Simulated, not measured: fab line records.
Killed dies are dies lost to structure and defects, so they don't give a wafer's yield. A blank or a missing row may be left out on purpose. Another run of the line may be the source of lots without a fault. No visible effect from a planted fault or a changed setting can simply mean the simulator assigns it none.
A single fault, viewed from 3 desks	flow n5 finfet	what lay behind the numbers comes last; until then each desk has only its own

## THE DEFECT DESK
What the inspections along the route counted, lot by lot: means of the sampled wafers that have a number. Any lot whose mean is over 4 standard deviations away from the usual mean is out of limits and marked OUT; that distance is given in the brackets.
Columns: A = raw defect count at N5_START_INSPECT_01, usual 5.4
lot	first seen here	A
L553	day 1 18:02	4.0
L554	day 2 00:02	6.3
L555	day 2 06:02	5.0
L556	day 2 12:02	6.3
L557	day 2 18:02	3.7
L558	day 3 00:02	5.0
L561	day 3 18:02	5.3
L563	day 4 06:02	5.7
L564	day 4 12:02	5.7
L565	day 4 18:02	5.3
L567	day 5 06:02	4.3
L568	day 5 12:02	7.7
L571	day 6 06:02	6.7
L574	day 7 00:02	1.7
Finding of this desk: none of the 14 lots has anything out of limits.

## DESK OF THE TOOL OWNER: litho track-04
The tool's own readings at N5_ZERO_LAYER_PEB_09: means of the sampled wafers that have a number, for each lot that ran on this tool. Any lot whose mean is over 4 standard deviations away from the usual mean is out of limits and marked OUT; that distance is given in the brackets.
Columns: A = exhaust pa at N5_ZERO_LAYER_PEB_09, usual 44.9 Pa
lot	first seen here	A
L557	day 2 18:40	44.0
L561	day 3 18:39	44.7
L563	day 4 06:32	46.1
L565	day 4 18:31	46.1
L574	day 7 00:31	43.8
Finding of this desk: none of the 5 lots has anything out of limits.

## METROLOGY DESK
Lot by lot, what the gauges showed, no matter which tool ran the lot: averages of those sampled wafers that carry a number. Any lot whose mean is over 4 standard deviations away from the usual mean is out of limits and marked OUT; that distance is given in the brackets.
Columns: A = cd nm at N5_WELL_APT_CD_MEAS_08, usual 199.1 nm
lot	first seen here	A
L553	day 1 19:56	197.3
L554	day 2 02:00	200.3
L555	day 2 07:41	199.2
L556	day 2 13:35	199.5
L557	day 2 19:43	200.0
L558	day 3 01:35	199.3
L561	day 3 19:41	201.0
L563	day 4 07:34	198.4
L564	day 4 14:09	197.0
L565	day 4 19:34	200.2
L571	day 6 07:49	200.6
L574	day 7 01:41	199.6
Finding of this desk: none of the 12 lots has anything out of limits.

## BROUGHT TOGETHER
Nothing out of limits was seen by the defect desk.
The tool owner's desk saw nothing out of limits.
The metrology desk saw nothing out of limits.

## WHAT THE SIMULATOR HAD INSERTED
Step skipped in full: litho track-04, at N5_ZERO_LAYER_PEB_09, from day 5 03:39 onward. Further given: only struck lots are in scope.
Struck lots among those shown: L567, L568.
